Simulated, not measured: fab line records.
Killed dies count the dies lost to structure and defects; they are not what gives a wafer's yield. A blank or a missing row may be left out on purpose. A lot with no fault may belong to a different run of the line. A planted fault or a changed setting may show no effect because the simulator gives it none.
Chamber matching + flow n5-finfet + ald-sin-04 running N5_FIN_SAQP_ALD_61: 4 sister chambers
The step deposits SiO2, target thk 4 nm, pulse time 1 s, purge time 2 s. 14 wafers are shown with their chamber, then 7 later ones without.

== WAFERS, EACH WITH ITS CHAMBER ==
| wafer  | chamber | heater-power-w (W) | precursor-pulse-height-rel |
|--------|---------|--------------------|----------------------------|
| L075.1 | 2       | 571                | 0.998                      |
| L075.2 | 1       | 470                | 1.020                      |
| L075.5 | 3       | 434                | 1.007                      |
| L077.1 | 2       | 591                | 1.023                      |
| L077.5 | 3       | 429                | 0.975                      |
| L077.6 | 0       | 404                | 0.991                      |
| L084.2 | 1       | 491                | 1.032                      |
| L084.4 | 3       | 441                | 1.027                      |
| L084.6 | 0       | 401                | 1.022                      |
| L086.3 | 3       | 454                | 1.023                      |
| L086.4 | 1       | 483                | 0.994                      |
| L086.6 | 1       | 473                | 1.010                      |
| L088.1 | 0       | 412                | 1.001                      |
| L088.4 | 2       | 591                | 1.034                      |

SIGNATURES, as means of the wafers listed above
| reading                    | chamber 0 | chamber 1 | chamber 2 | chamber 3 | scatter within a chamber |
|----------------------------|-----------|-----------|-----------|-----------|--------------------------|
| heater-power-w             | 405.67    | 479.25    | 584.33    | 439.50    | 9.8                      |
| precursor-pulse-height-rel | 1.00467   | 1.01400   | 1.01833   | 1.00800   | 0.0191                   |
Rule: a wafer's distance from a chamber is the root of the sum, over the readings, of the square of ((its reading less the chamber's mean) divided by the reading's scatter). The wafer belongs to the nearest chamber; if the next one is less than 2 further off, it can't be placed. The scatter is the square root of a quotient: the sum, over the shown wafers, of each reading's squared deviation from its chamber's mean, divided by wafers minus chambers.

== WAFERS WITHOUT THEIR CHAMBER ==
| wafer  | heater-power-w (W) | precursor-pulse-height-rel |
|--------|--------------------|----------------------------|
| L088.6 | 417                | 0.971                      |
| L089.1 | 593                | 1.058                      |
| L089.2 | 448                | 0.985                      |
| L089.3 | 397                | 1.036                      |
| L091.2 | 483                | 0.996                      |
| L091.4 | 450                | 0.981                      |
| L091.6 | 437                | 1.025                      |

== CHAMBER TAKEN BY EACH ==
| wafer  | from the rows above     | in truth |
|--------|-------------------------|----------|
| L088.6 | can't be placed: 0 or 3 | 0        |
| L089.1 | 2                       | 2        |
| L089.2 | 3                       | 3        |
| L089.3 | 0                       | 0        |
| L091.2 | 1                       | 1        |
| L091.4 | can't be placed: 3 or 1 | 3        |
| L091.6 | 3                       | 3        |
Correctly placed: 5 of 7. Not placeable from these rows: 2 (in 2, the candidates include the true chamber). Wrongly placed: 0.
